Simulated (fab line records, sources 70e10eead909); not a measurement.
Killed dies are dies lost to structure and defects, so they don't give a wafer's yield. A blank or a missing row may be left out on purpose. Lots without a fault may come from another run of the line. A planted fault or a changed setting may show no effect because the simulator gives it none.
fab line records | flow nand_harc | part 1 of 2: steps 1 to 19 of 28
record lots=5 wafers=15 last_day=31
route steps=1302 shown A_CONTACT@1002
lots that met no fault: from a run of the same line without faults
start_h: hours from the record's first day to the start of the lot's first wafer shown | wait_h: hours since the lot's step before | " the same as in the row above | L1.1+2: a row that stands for several wafers | - no value, or no start given | * or withheld: withheld | < > ~ a bound
route shown NAME@n: a module of which the file shows steps, and the number in the route of the first | usual: mean/standard deviation of fault-free wafers | same: alike in all rows | chamber/n: place in a boat | sites: the reading at each site | _std_site: their standard deviation | _edge_site: outer sites' mean less inner sites' | radius_mm: how far each site lies from the wafer's centre | mask NAME#n: copy n | behind: the tool/chamber that last shaped the wafer | hold: why the lot was held/for how many hours/how that ended | device: the transistor (n, p or np) that didn't switch | end of line: the same wafers' tests at the end of the route | a step without rows: its recipe alone | killed: dies lost to structure and defects at the first sort, not the wafer's yield | map: a wafer's dies, x killed, . not, _ none there
set.NAME: the setting as run; set.NAME@STEP: as run at that earlier step | model.NAME: the simulator's own value behind a step, which no gauge read
lots at some steps of the route; a table a step, a row a wafer
services: from which hour (start_h, from the record's first day; less than 0 if before it) a tool's chamber was out of use, for how many hours, and why
## steps
# step NHARC_A_CONTACT_ETCH_49
# recipe target_depth_a=2600 over_etch_frac=0.3 time_s=475.3 ion_energy_ev=200 n2_flow_sccm=150 h2_flow_sccm=150 ar_flow_sccm=0 rf_w=400 bias_w=150 chemistry=N2/H2
# usual drypump_motor_current_A=5.7/0.33 oes_product_au=1.001/0.012 rf_vpp_V=429.4/2.9 showerhead_plenum_p_Torr=2.00/0.1 throttle_valve_pct=14.171/0.0092
# same time_s=475.3
# columns lot.wafer tool chamber start_h wait_h drypump_motor_current_A oes_product_au rf_hours_counter_h rf_vpp_V showerhead_plenum_p_Torr throttle_valve_pct
L077.4 rie_diel-07 1 - - 5.5 1.008 7 433.8 2.15 14.172
L077.1 " 2 " " 5.7 1.022 8 427.0 1.95 14.161
L077.2 " 0 " " 5.9 1.025 6 425.4 1.90 14.162
L082.2 rie_diel-07 3 - - 5.4 1.009 14 428.2 1.93 14.163
L082.5 " 2 " " 5.7 1.023 - 429.0 1.95 14.171
L082.6 " 3 " " 5.4 1.006 - 427.4 1.93 14.183
L083.3 rie_diel-11 2 - - 6.1 0.986 45 429.8 1.98 14.165
L083.1 " 3 " " 5.1 0.997 46 427.2 1.93 14.181
L083.4 " 0 " " 6.2 0.988 48 435.0 2.20 14.171
L087.4 rie_diel-07 1 - - 5.6 0.999 16 433.8 2.14 14.175
L087.1 " 0 " " 5.9 1.016 20 427.3 1.89 14.186
L087.5 " 1 " " 5.5 1.004 - 432.9 2.14 14.162
L092.3 rie_diel-11 3 - - 5.1 1.005 23 426.9 1.92 14.177
L092.2 " 0 " " 6.1 1.008 23 433.0 2.19 14.165
L092.6 " 2 " " 6.1 1.009 - 429.4 1.97 14.169
# step NHARC_A_CONTACT_ETCH_50
# recipe target_depth_a=1210 time_s=60.5 cf4_flow_sccm=100 chf3_flow_sccm=30 ar_flow_sccm=0 rf_w=500 bias_w=200 chemistry=CF4/CHF3
# usual drypump_motor_current_A=5.7/0.33 oes_product_au=0.950/0.025 rf_vpp_V=369.5/2.5 showerhead_plenum_p_Torr=1.54/0.074 throttle_valve_pct=16.803/0.0085
# same time_s=60.5
# columns lot.wafer tool chamber start_h wait_h drypump_motor_current_A oes_product_au rf_hours_counter_h rf_vpp_V showerhead_plenum_p_Torr throttle_valve_pct
L077.4 rie_diel-07 0 - - 5.8 1.002 6 367.6 1.47 16.814
L077.1 " 1 " " 5.5 0.973 8 373.4 1.65 16.811
L077.2 " 3 " " 5.4 0.990 7 368.7 1.50 16.800
L082.2 rie_diel-07 0 - - 5.8 0.974 13 365.9 1.47 16.816
L082.6 " 3 " " 5.4 0.969 - 368.0 1.50 16.804
L082.5 " 0 " " 5.9 0.969 - 367.1 1.47 16.803
L083.1 rie_diel-11 2 - - 6.1 0.913 45 370.1 1.53 16.805
L083.4 " 3 " " 5.2 0.923 46 367.2 1.49 16.794
L083.3 " 0 " " 6.1 0.930 48 374.8 1.69 16.794
L087.4 rie_diel-07 3 - - 5.4 0.970 21 367.8 1.50 16.809
L087.1 " 0 " " 5.8 0.985 20 366.9 1.47 16.808
L087.5 " 0 " " 5.8 0.984 - 367.3 1.47 16.798
L092.3 rie_diel-11 0 - - 6.1 0.958 23 374.1 1.68 16.800
L092.2 " 2 " " 6.1 0.957 24 368.4 1.52 16.820
L092.6 " 3 " " 5.2 0.955 - 367.3 1.49 16.802
# step NHARC_A_CONTACT_ETCH_51
# recipe target_depth_a=70000 over_etch_frac=0.3 time_s=1820 ion_energy_ev=150 o2_flow_sccm=400 cos_flow_sccm=20 ar_flow_sccm=0 rf_w=500 bias_w=300 chemistry=O2/COS
# usual drypump_motor_current_A=5.7/0.33 oes_product_au=1.002/0.011 rf_vpp_V=313.3/2.3 showerhead_plenum_p_Torr=3.06/0.15 throttle_valve_pct=28.330/0.0089
# same time_s=1820
# columns lot.wafer tool chamber start_h wait_h drypump_motor_current_A oes_product_au rf_hours_counter_h rf_vpp_V showerhead_plenum_p_Torr throttle_valve_pct
L077.4 rie_diel-07 2 - - 5.7 1.019 8 312.3 3.00 28.338
L077.2 " 3 " " 5.4 0.991 7 313.3 2.98 28.328
L077.1 " 0 " " 5.8 1.011 7 311.7 2.92 28.339
L082.2 rie_diel-07 3 - - 5.4 1.004 15 312.4 2.97 28.308
L082.5 " 2 " " 5.7 1.028 - 312.2 2.99 28.329
L082.6 " 3 " " 5.4 1.002 - 311.0 2.97 28.351
L083.3 rie_diel-11 2 - - 6.1 0.992 45 313.5 3.04 28.349
L083.1 " 0 " " 6.1 0.996 48 315.6 3.35 28.311
L083.4 " 1 " " 5.5 1.003 47 315.5 3.27 28.332
L087.1 rie_diel-07 1 - - 5.5 1.008 17 316.3 3.27 28.325
L087.4 " 2 " " 5.7 1.031 23 312.4 2.99 28.335
L087.5 " 0 " " 5.8 1.021 - 311.0 2.92 28.335
L092.3 rie_diel-11 3 - - 5.1 0.993 23 311.6 2.95 28.325
L092.2 " 1 " " 5.5 1.008 24 316.7 3.25 28.327
L092.6 " 3 " " 5.2 1.005 - 312.9 2.95 28.323
# step NHARC_A_CONTACT_ETCH_111
# recipe source_w=withheld pressure_mtorr=20 bias_v=withheld time_s=140 target_depth_a=7000 ar_flow_sccm=withheld c4f8_flow_sccm=withheld o2_flow_sccm=withheld chemistry=C4F8/O2/Ar
# same time_s=140
# columns lot.wafer tool chamber start_h wait_h rf_hours_counter_h
L077.1 har_cap_etch-02 1 534.27 - 91
L077.2 " 0 " " 91
L077.4 " 0 " " -
L082.2 har_cap_etch-03 0 568.62 - 55
L082.5 " 0 " " -
L082.6 " 1 " " -
L083.1 har_cap_etch-02 0 582.34 - 101
L083.3 " 0 " " -
L083.4 " 1 " " -
L087.1 har_cap_etch-02 0 625.50 - 107
L087.4 " 1 " " -
L087.5 " 0 " " -
L092.2 har_cap_etch-02 0 673.82 - 118
L092.3 " 0 " " -
L092.6 " 0 " " -
# step NHARC_A_CONTACT_ETCH_112
# recipe source_w=withheld pressure_mtorr=20 bias_v=3000 time_s=190 target_depth_a=18500 ar_flow_sccm=withheld c4f8_flow_sccm=withheld o2_flow_sccm=withheld chemistry=C4F8/O2/Ar
# same time_s=190
# columns lot.wafer tool chamber start_h wait_h rf_hours_counter_h
L077.1 har_cap_etch-02 1 534.48 0.2 91
L077.2 " 0 " " 91
L077.4 " 0 " " -
L082.2 har_cap_etch-03 0 568.82 0.2 55
L082.5 " 0 " " -
L082.6 " 1 " " -
L083.1 har_cap_etch-02 0 582.54 0.2 101
L083.3 " 0 " " -
L083.4 " 1 " " -
L087.1 har_cap_etch-02 0 625.76 0.2 107
L087.4 " 1 " " -
L087.5 " 0 " " -
L092.2 har_cap_etch-02 0 674.01 0.2 118
L092.3 " 0 " " -
L092.6 " 0 " " -
# step NHARC_A_CONTACT_ETCH_113
# recipe source_w=withheld pressure_mtorr=20 bias_v=3000 time_s=190 target_depth_a=18500 ar_flow_sccm=withheld c4f8_flow_sccm=withheld o2_flow_sccm=withheld chemistry=C4F8/O2/Ar
# same time_s=190
# columns lot.wafer tool chamber start_h wait_h rf_hours_counter_h
L077.1 har_cap_etch-02 1 534.64 0.1 91
L077.2 " 0 " " 91
L077.4 " 0 " " -
L082.2 har_cap_etch-03 0 568.99 0.1 55
L082.5 " 0 " " -
L082.6 " 1 " " -
L083.1 har_cap_etch-02 0 582.71 0.1 101
L083.3 " 0 " " -
L083.4 " 1 " " -
L087.1 har_cap_etch-02 0 625.99 0.2 107
L087.4 " 1 " " -
L087.5 " 0 " " -
L092.2 har_cap_etch-02 0 674.19 0.1 118
L092.3 " 0 " " -
L092.6 " 0 " " -
# step NHARC_A_CONTACT_ETCH_114
# recipe source_w=withheld pressure_mtorr=20 bias_v=3000 time_s=190 target_depth_a=18500 ar_flow_sccm=withheld c4f8_flow_sccm=withheld o2_flow_sccm=withheld chemistry=C4F8/O2/Ar
# same time_s=190
# columns lot.wafer tool chamber start_h wait_h rf_hours_counter_h
L077.1 har_cap_etch-02 1 534.82 0.1 91
L077.2 " 0 " " 91
L077.4 " 0 " " -
L082.2 har_cap_etch-03 0 569.16 0.1 55
L082.5 " 0 " " -
L082.6 " 1 " " -
L083.1 har_cap_etch-02 0 582.88 0.1 101
L083.3 " 0 " " -
L083.4 " 1 " " -
L087.1 har_cap_etch-02 0 626.21 0.2 107
L087.4 " 1 " " -
L087.5 " 0 " " -
L092.2 har_cap_etch-02 0 674.36 0.1 118
L092.3 " 0 " " -
L092.6 " 0 " " -
# step NHARC_A_CONTACT_ETCH_115
# recipe source_w=withheld pressure_mtorr=20 bias_v=3000 time_s=190 target_depth_a=18500 ar_flow_sccm=withheld c4f8_flow_sccm=withheld o2_flow_sccm=withheld chemistry=C4F8/O2/Ar
# same time_s=190
# columns lot.wafer tool chamber start_h wait_h rf_hours_counter_h
L077.1 har_cap_etch-02 1 534.99 0.1 91
L077.2 " 0 " " 91
L077.4 " 0 " " -
L082.2 har_cap_etch-03 0 569.33 0.1 55
L082.5 " 0 " " -
L082.6 " 1 " " -
L083.1 har_cap_etch-02 0 583.05 0.1 101
L083.3 " 0 " " -
L083.4 " 1 " " -
L087.1 har_cap_etch-02 0 626.44 0.2 107
L087.4 " 1 " " -
L087.5 " 0 " " -
L092.2 har_cap_etch-02 0 674.53 0.1 118
L092.3 " 0 " " -
L092.6 " 0 " " -
# step NHARC_A_CONTACT_ETCH_116
# recipe source_w=withheld pressure_mtorr=20 bias_v=3000 time_s=190 target_depth_a=18500 ar_flow_sccm=withheld c4f8_flow_sccm=withheld o2_flow_sccm=withheld chemistry=C4F8/O2/Ar
# same time_s=190
# columns lot.wafer tool chamber start_h wait_h rf_hours_counter_h
L077.1 har_cap_etch-02 1 535.16 0.1 91
L077.2 " 0 " " 91
L077.4 " 0 " " -
L082.2 har_cap_etch-03 0 569.50 0.1 56
L082.5 " 0 " " -
L082.6 " 1 " " -
L083.1 har_cap_etch-02 0 583.22 0.1 101
L083.3 " 0 " " -
L083.4 " 1 " " -
L087.1 har_cap_etch-02 0 626.67 0.2 107
L087.4 " 1 " " -
L087.5 " 0 " " -
L092.2 har_cap_etch-02 0 674.70 0.1 118
L092.3 " 0 " " -
L092.6 " 0 " " -
# step NHARC_A_CONTACT_ETCH_117
# recipe source_w=withheld pressure_mtorr=20 bias_v=3000 time_s=190 target_depth_a=18500 ar_flow_sccm=withheld c4f8_flow_sccm=withheld o2_flow_sccm=withheld chemistry=C4F8/O2/Ar
# same time_s=190
# columns lot.wafer tool chamber start_h wait_h rf_hours_counter_h
L077.1 har_cap_etch-02 1 535.33 0.1 92
L077.2 " 0 " " 92
L077.4 " 0 " " -
L082.2 har_cap_etch-03 0 569.67 0.1 56
L082.5 " 0 " " -
L082.6 " 1 " " -
L083.1 har_cap_etch-02 0 583.39 0.1 101
L083.3 " 0 " " -
L083.4 " 1 " " -
L087.1 har_cap_etch-02 0 626.89 0.2 107
L087.4 " 1 " " -
L087.5 " 0 " " -
L092.2 har_cap_etch-02 0 674.87 0.1 119
L092.3 " 0 " " -
L092.6 " 0 " " -
# step NHARC_A_CONTACT_ETCH_118
# recipe source_w=withheld pressure_mtorr=20 bias_v=3000 time_s=190 target_depth_a=18500 ar_flow_sccm=withheld c4f8_flow_sccm=withheld o2_flow_sccm=withheld chemistry=C4F8/O2/Ar
# same time_s=190
# columns lot.wafer tool chamber start_h wait_h rf_hours_counter_h
L077.1 har_cap_etch-02 1 535.51 0.1 92
L077.2 " 0 " " 92
L077.4 " 0 " " -
L082.2 har_cap_etch-03 0 569.85 0.1 56
L082.5 " 0 " " -
L082.6 " 1 " " -
L083.1 har_cap_etch-02 0 583.56 0.1 102
L083.3 " 0 " " -
L083.4 " 1 " " -
L087.1 har_cap_etch-02 0 627.12 0.2 108
L087.4 " 1 " " -
L087.5 " 0 " " -
L092.2 har_cap_etch-02 0 675.04 0.1 119
L092.3 " 0 " " -
L092.6 " 0 " " -
# step NHARC_A_CONTACT_ETCH_119
# recipe source_w=withheld pressure_mtorr=20 bias_v=3000 time_s=190 target_depth_a=18500 ar_flow_sccm=withheld c4f8_flow_sccm=withheld o2_flow_sccm=withheld chemistry=C4F8/O2/Ar
# same time_s=190
# columns lot.wafer tool chamber start_h wait_h rf_hours_counter_h
L077.1 har_cap_etch-02 1 535.68 0.1 92
L077.2 " 0 " " 92
L077.4 " 0 " " -
L082.2 har_cap_etch-03 0 570.02 0.1 56
L082.5 " 0 " " -
L082.6 " 1 " " -
L083.1 har_cap_etch-02 0 583.73 0.1 102
L083.3 " 0 " " -
L083.4 " 1 " " -
L087.1 har_cap_etch-02 0 627.35 0.2 108
L087.4 " 1 " " -
L087.5 " 0 " " -
L092.2 har_cap_etch-02 0 675.21 0.1 119
L092.3 " 0 " " -
L092.6 " 0 " " -
# step NHARC_A_CONTACT_ETCH_120
# recipe source_w=withheld pressure_mtorr=20 bias_v=3000 time_s=190 target_depth_a=18500 ar_flow_sccm=withheld c4f8_flow_sccm=withheld o2_flow_sccm=withheld chemistry=C4F8/O2/Ar
# same time_s=190
# columns lot.wafer tool chamber start_h wait_h rf_hours_counter_h
L077.1 har_cap_etch-02 1 535.85 0.1 92
L077.2 " 0 " " 92
L077.4 " 0 " " -
L082.2 har_cap_etch-03 0 570.19 0.1 56
L082.5 " 0 " " -
L082.6 " 1 " " -
L083.1 har_cap_etch-02 0 583.90 0.1 102
L083.3 " 0 " " -
L083.4 " 1 " " -
L087.1 har_cap_etch-02 0 627.58 0.2 108
L087.4 " 1 " " -
L087.5 " 0 " " -
L092.2 har_cap_etch-02 0 675.38 0.1 119
L092.3 " 0 " " -
L092.6 " 0 " " -
# step NHARC_A_CONTACT_ETCH_121
# recipe source_w=withheld pressure_mtorr=20 bias_v=3000 time_s=190 target_depth_a=18500 ar_flow_sccm=withheld c4f8_flow_sccm=withheld o2_flow_sccm=withheld chemistry=C4F8/O2/Ar
# same time_s=190
# columns lot.wafer tool chamber start_h wait_h rf_hours_counter_h
L077.1 har_cap_etch-02 1 536.02 0.1 92
L077.2 " 0 " " 92
L077.4 " 0 " " -
L082.2 har_cap_etch-03 0 570.36 0.1 56
L082.5 " 0 " " -
L082.6 " 1 " " -
L083.1 har_cap_etch-02 0 584.07 0.1 102
L083.3 " 0 " " -
L083.4 " 1 " " -
L087.1 har_cap_etch-02 0 627.80 0.2 108
L087.4 " 1 " " -
L087.5 " 0 " " -
L092.2 har_cap_etch-02 0 675.55 0.1 119
L092.3 " 0 " " -
L092.6 " 0 " " -
# step NHARC_A_CONTACT_ETCH_122
# recipe source_w=withheld pressure_mtorr=20 bias_v=3000 time_s=190 target_depth_a=18500 ar_flow_sccm=withheld c4f8_flow_sccm=withheld o2_flow_sccm=withheld chemistry=C4F8/O2/Ar
# same time_s=190
# columns lot.wafer tool chamber start_h wait_h rf_hours_counter_h
L077.1 har_cap_etch-02 1 536.19 0.1 92
L077.2 " 0 " " 92
L077.4 " 0 " " -
L082.2 har_cap_etch-03 0 570.53 0.1 56
L082.5 " 0 " " -
L082.6 " 1 " " -
L083.1 har_cap_etch-02 0 584.24 0.1 102
L083.3 " 0 " " -
L083.4 " 1 " " -
L087.1 har_cap_etch-02 0 628.03 0.2 108
L087.4 " 1 " " -
L087.5 " 0 " " -
L092.2 har_cap_etch-02 0 675.72 0.1 119
L092.3 " 0 " " -
L092.6 " 0 " " -
# step NHARC_A_CONTACT_ETCH_123
# recipe source_w=withheld pressure_mtorr=20 bias_v=400 time_s=490 target_depth_a=21100 ar_flow_sccm=withheld c4f8_flow_sccm=11.5 o2_flow_sccm=7.2 chemistry=C4F8/O2/Ar
# same time_s=490
# columns lot.wafer tool chamber start_h wait_h rf_hours_counter_h
L077.1 har_cap_etch-02 1 536.37 0.1 93
L077.2 " 0 " " 93
L077.4 " 0 " " -
L082.2 har_cap_etch-03 0 570.70 0.1 57
L082.5 " 0 " " -
L082.6 " 1 " " -
L083.1 har_cap_etch-02 0 584.41 0.1 102
L083.3 " 0 " " -
L083.4 " 1 " " -
L087.1 har_cap_etch-02 0 628.34 0.3 108
L087.4 " 1 " " -
L087.5 " 0 " " -
L092.2 har_cap_etch-02 0 675.95 0.2 120
L092.3 " 0 " " -
L092.6 " 0 " " -
# step NHARC_A_CONTACT_ETCH_90
# recipe target_depth_a=400 over_etch_frac=0.5 time_s=85.7 ion_energy_ev=120 ch3f_flow_sccm=50 o2_flow_sccm=30 ar_flow_sccm=200 rf_w=500 bias_w=100 chemistry=CH3F/O2
# usual ch3f_flow_sccm=50.02/0.15 drypump_motor_current_A=5.7/0.33 oes_product_au=0.95/0.04 rf_vpp_V=243.6/1.9 showerhead_plenum_p_Torr=2.40/0.11 throttle_valve_pct=20.663/0.0093
# same time_s=85.7
# columns lot.wafer tool chamber start_h wait_h ch3f_flow_sccm drypump_motor_current_A oes_product_au rf_hours_counter_h rf_vpp_V showerhead_plenum_p_Torr throttle_valve_pct
L077.1 rie_diel-07 3 537.35 0.9 50.25 5.4 0.92 8 242.2 2.34 20.680
L077.2 " 0 " " 50.16 5.8 0.94 7 241.3 2.30 20.672
L077.4 " 0 " " 50.02 5.8 0.94 - 242.7 2.30 20.668
L082.2 rie_diel-03 3 571.69 0.9 50.12 5.9 1.00 38 241.1 2.30 20.674
L082.6 " 2 " " 50.01 5.9 0.99 - 246.1 2.49 20.668
L082.5 " 3 " " 50.10 5.9 1.00 - 242.6 2.30 20.663
L083.4 rie_diel-07 3 585.39 0.6 49.88 5.4 1.00 17 242.7 2.34 20.667
L083.1 " 0 " " 50.03 5.9 1.01 16 242.7 2.29 20.672
L083.3 " 1 " " 50.10 5.5 0.99 13 246.0 2.58 20.675
L087.1 rie_diel-11 3 629.36 0.9 50.08 5.1 0.99 2 241.9 2.33 20.664
L087.4 " 0 " " 50.06 6.2 1.01 2 246.9 2.64 20.674
L087.5 " 3 " " 50.10 5.1 0.99 - 243.4 2.33 20.658
L092.3 rie_diel-03 2 676.85 0.6 50.07 5.9 0.99 10 246.3 2.47 20.664
L092.2 " 3 " " 50.04 5.9 0.98 9 240.1 2.29 20.655
L092.6 " 2 " " 49.94 5.9 0.99 - 244.7 2.47 20.685
# step NHARC_A_CONTACT_ETCH_96
# recipe target_depth_a=200 over_etch_frac=0.5 time_s=10 ion_energy_ev=250 c4f6_flow_sccm=25 o2_flow_sccm=20 ar_flow_sccm=500 rf_w=600 bias_w=500 chemistry=C4F6/O2
# usual drypump_motor_current_A=5.7/0.32 oes_product_au=0.97/0.03 rf_vpp_V=545/3.7 showerhead_plenum_p_Torr=3.84/0.17 throttle_valve_pct=26.903/0.0099
# same time_s=10
# columns lot.wafer tool chamber start_h wait_h drypump_motor_current_A oes_product_au rf_hours_counter_h rf_vpp_V showerhead_plenum_p_Torr throttle_valve_pct
L077.1 rie_diel-07 0 537.51 0.1 5.9 0.97 8 542 3.68 26.894
L077.2 " 2 " " 5.6 0.97 10 542 3.77 26.901
L077.4 " 2 " " 5.7 0.97 - 545 3.77 26.901
L082.2 rie_diel-03 2 - - 5.9 0.99 32 548 3.97 26.904
L082.5 " 0 " " 5.9 0.99 - 541 3.75 26.917
L082.6 " 1 " " 5.1 1.01 - 544 3.72 26.888
L083.4 rie_diel-07 1 - - 5.5 1.01 13 551 4.10 26.886
L083.1 " 2 " " 5.7 1.03 19 542 3.76 26.910
L083.3 " 0 " " 5.9 1.01 16 543 3.68 26.904
L087.1 rie_diel-11 0 - - 6.1 1.00 2 552 4.19 26.906
L087.4 " 1 " " 5.6 1.01 3 551 4.09 26.891
L087.5 " 0 " " 6.1 1.00 - 552 4.19 26.902
L092.2 rie_diel-03 3 - - 5.9 0.98 9 540 3.67 26.932
L092.3 " 0 " " 5.9 1.01 10 543 3.74 26.882
L092.6 " 1 " " 5.1 0.98 - 541 3.70 26.903
# step NHARC_A_CONTACT_CD_MEAS_53
# usual cd_nm=289.6/0.84
# columns lot.wafer tool chamber start_h wait_h cd_nm
L077.1 cd_sem-01 - 537.61 - 290.6
L077.2 " - " " 290.6
L077.4 " - " " 290.6
L082.2 cd_sem-01 - 571.90 - 290.0
L082.5 " - " " 290.3
L082.6 " - " " 289.1
L083.1 cd_sem-01 - 585.61 - 287.7
L083.3 " - " " 287.5
L083.4 " - " " 288.3
L087.1 cd_sem-01 - 629.60 - 289.7
L087.4 " - " " 289.7
L087.5 " - " " 289.1
L092.2 cd_sem-03 - 677.06 - 290.6
L092.3 " - " " 290.1
L092.6 " - " " 289.8
